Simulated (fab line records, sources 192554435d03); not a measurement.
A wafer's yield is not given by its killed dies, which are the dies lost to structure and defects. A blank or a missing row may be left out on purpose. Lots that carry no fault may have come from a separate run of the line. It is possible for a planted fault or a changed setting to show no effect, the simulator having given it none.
What tool caused it? ; flow n5Finfet ; 63 wafers sampled from 21 lots at 1 step of a route of 1938

## WHAT THE GAUGES READ, wafer by wafer
N5_MOL_CONTACT_COAG_INSPECT_10: inspects for defects (brightfield). Usual: rawDefectCount 69, standard deviation 29.
lot;measured;on;rawDefectCount;flag
L075;day 5 02:48;defectInspect-02;39 54 79;
L076;day 5 08:31;defectInspect-02;88 94 107;
L077;day 5 10:52;defectInspect-01;60 57 35;
L078;day 5 15:11;defectInspect-02;96 56 70;
L079;day 6 00:09;defectInspect-02;74 84 68;
L080;day 6 03:59;defectInspect-02;79 55 63;
L082;day 6 20:22;defectInspect-02;61 42 44;
L083;day 7 04:07;defectInspect-02;113 127 126;
L085;day 7 13:07;defectInspect-01;56 84 65;
L086;day 7 20:59;defectInspect-01;217 151 95;
L087;day 7 23:46;defectInspect-02;56 49 51;
L088;day 8 04:06;defectInspect-01;45 57 39;
L089;day 8 11:25;defectInspect-01;53 59 49;
L090;day 8 14:40;defectInspect-02;71 67 46;
L091;day 8 22:28;defectInspect-02;72 71 36;
L092;day 9 05:55;defectInspect-02;77 48 75;
L093;day 9 12:19;defectInspect-01;82 47 67;
L094;day 9 17:19;defectInspect-02;42 56 56;
L095;day 9 22:08;defectInspect-01;73 92 53;
L096;day 10 05:55;defectInspect-01;143 90 88;
L097;day 10 09:30;defectInspect-02;99 75 74;

## WHAT TOOL EACH LOT RAN ON (gives the tool, then ch and the chambers of the sampled wafers, and finally the start)
The record holds no process step before these readings.

## AS READ BY THE TOOLS THEMSELVES (means over the sampled wafers that have a number; for cases with no such wafer, the mark the record gives instead)
The record holds no such reading with a usual standard deviation.

## THE ANSWER, worked out from the rows above alone
Rule: take the mean of a lot's wafers that have a number; if it is more than 3 standard deviations from the usual mean, the lot is off. A lot without any number at a reading at which 4 lots or more have one is off too. Any other lot the step has rows for is counted as sound. First the gauges in route order, then the tools' own readings, where a lot's mean is used as printed above. The first step at which some lot is off is used, and at that step the reading that is off furthest; a lot without a number counts as furthest.
No lot is off on any of the readings shown, so nothing can be concluded from this.

## WHAT HAD BEEN PUT IN BY THE SIMULATOR
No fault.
